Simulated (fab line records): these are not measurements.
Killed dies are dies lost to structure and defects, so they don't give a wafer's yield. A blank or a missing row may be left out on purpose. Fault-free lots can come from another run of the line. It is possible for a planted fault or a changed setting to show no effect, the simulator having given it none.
Problem report, 8D (eight disciplines) form, completed by code | flow nand-harc | the parts of the form that need people (team, actions taken, sign-off) are left out

== 1. WHAT IS WRONG ==
killed-at-array at NHARC_END_SORT_01 reads a mean of 672 on 2 wafers of 2 lots; wafers without a fault read 26 with a standard deviation of 10. Measured from the usual mean, that is +65 standard deviations.
First observed at day 23 21:06: wafer L438.2, on prober-01. At this step, 18 wafers from 6 lots have a number in the record. Rule for "out", or "out of limits": more than 4 standard deviations from the usual mean. The rest of the wafers with a number are treated as sound.

== 2. WHAT THIS IS AND IS NOT ==
question                    | is                           | is not
which readings at this step | killed-at-array, killed-dies | killed-at-other, killed-at-periphery, killed-open, killed-short
which lots                  | L438, L440                   | L423, L426, L430, L442
which wafers of those lots  | L438.2, L440.1               | L438.5, L438.6, L440.3, L440.5
read on which gauges        | prober-01, prober-02         | -
when                        | from day 23 21:06            | up to then (9 sound wafers); but 7 sound wafers of L438, L440, L442 came after

== 3. SUSPECTS, AND WHAT RULES EACH OUT ==
Counting: a tool at a process step up to the reading stays a suspect if it ran every lot that is out. Sound lots after the first of them don't rule it out here, since some wafers of a struck lot are sound.
- the gauge at NHARC_END_SORT_01 has been ruled out. 2 gauges (prober-01, prober-02) read the wafers that are out.
- rie-diel-13 at NHARC_A_STAIRCASE_TRIM_222 (chemistry O2, time 211.2 s): kept. It ran every lot that is out, first L438 (day 15 14:05). NHARC_A_STAIRCASE_TRIM_222 gives no start for some lots, so the hours and the order of its lots are those of NHARC_A_STAIRCASE_TRIM_229.
- rie-diel-13 at NHARC_A_STAIRCASE_ETCH_223 (etches the open film in C4F8/O2, target depth 100 nm, time 40.5 s): kept. It ran every lot that is out, first L438 (day 15 14:05). NHARC_A_STAIRCASE_ETCH_223 gives no start for some lots, so the hours and the order of its lots are those of NHARC_A_STAIRCASE_TRIM_229.
- rie-diel-13 at NHARC_A_STAIRCASE_ETCH_225 (etches the open film in C4F8/O2, target depth 100 nm, time 40.5 s): kept. It ran every lot that is out, first L438 (day 15 14:05). NHARC_A_STAIRCASE_ETCH_225 gives no start for some lots, so the hours and the order of its lots are those of NHARC_A_STAIRCASE_TRIM_229.
- rie-diel-13 at NHARC_A_STAIRCASE_ETCH_227 (etches the open film in C4F8/O2, target depth 100 nm, time 40.5 s): kept. It ran every lot that is out, first L438 (day 15 14:05). NHARC_A_STAIRCASE_ETCH_227 gives no start for some lots, so the hours and the order of its lots are those of NHARC_A_STAIRCASE_TRIM_229.
- rie-diel-13 at NHARC_A_STAIRCASE_TRIM_229 (chemistry O2, time 211.2 s): kept. It ran every lot that is out, first L438 (day 15 14:05); its last sound lot up to then is L423 (day 12 08:40).
- rie-diel-13 at NHARC_A_STAIRCASE_ETCH_234 (etches the open film in C4F8/O2, target depth 100 nm, time 40.5 s): kept. It ran every lot that is out, first L438 (day 15 15:13); its last sound lot up to then is L423 (day 12 09:40). Its own oes-product-au readings are out on those wafers.
- Within rie-diel-13 at NHARC_A_STAIRCASE_ETCH_234: the wafers that are out ran in chamber 0; their sound lot-mates ran in chambers 1, 2, 3.
Left after counting: rie-diel-13 at NHARC_A_STAIRCASE_TRIM_222, rie-diel-13 at NHARC_A_STAIRCASE_ETCH_223, rie-diel-13 at NHARC_A_STAIRCASE_ETCH_225, rie-diel-13 at NHARC_A_STAIRCASE_ETCH_227, rie-diel-13 at NHARC_A_STAIRCASE_TRIM_229, rie-diel-13 at NHARC_A_STAIRCASE_ETCH_234.

== 4. THE CAUSE (what the simulator had put in) ==
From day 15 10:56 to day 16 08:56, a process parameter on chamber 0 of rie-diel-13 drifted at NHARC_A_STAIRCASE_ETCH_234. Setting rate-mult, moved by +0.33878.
Counting left 6 suspects, and this tool is among them.

== 5. THE CHAIN OF EFFECTS, in route order ==
Rows list readings where the struck wafers' mean (over those with a number) sits beyond 3 standard deviations from the usual. Only readings whose record carries a usual standard deviation are examined. hours: median over the lots of the time between each lot's start at the first step of this table that gives one and its start at this step. sigmas: the change, counted in usual standard deviations.
hours | step                       | reading         | usual      | on struck wafers | change | sigmas
0     | NHARC_A_STAIRCASE_ETCH_234 | oes-product-au  | 0.939 a.u. | 1.138            | +0.199 | +18
196   | NHARC_END_SORT_01          | killed-at-array | 26         | 672              | +646   | +65
196   | NHARC_END_SORT_01          | killed-dies     | 30         | 677              | +647   | +59
Process steps it contains:
- NHARC_A_STAIRCASE_ETCH_234: etches the open film in C4F8/O2, target depth 100 nm, time 40.5 s.

== 6. WHAT WOULD HAVE CAUGHT IT SOONER ==
The first out-of-limits reading at a measuring or inspecting step in this record came at day 23 21:06, 202 hours after the fault's start at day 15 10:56.
At NHARC_A_STAIRCASE_ETCH_234, the tool's own readings (oes-product-au) were out on each struck wafer the step has a row for, so an alarm limit on them would have fired on the first such wafer.
Each of the lots that are out, 2 in all, had begun NHARC_A_STAIRCASE_ETCH_234 on rie-diel-13 no later than day 23 21:06. Tool hold at that time: it would have spared none of them.
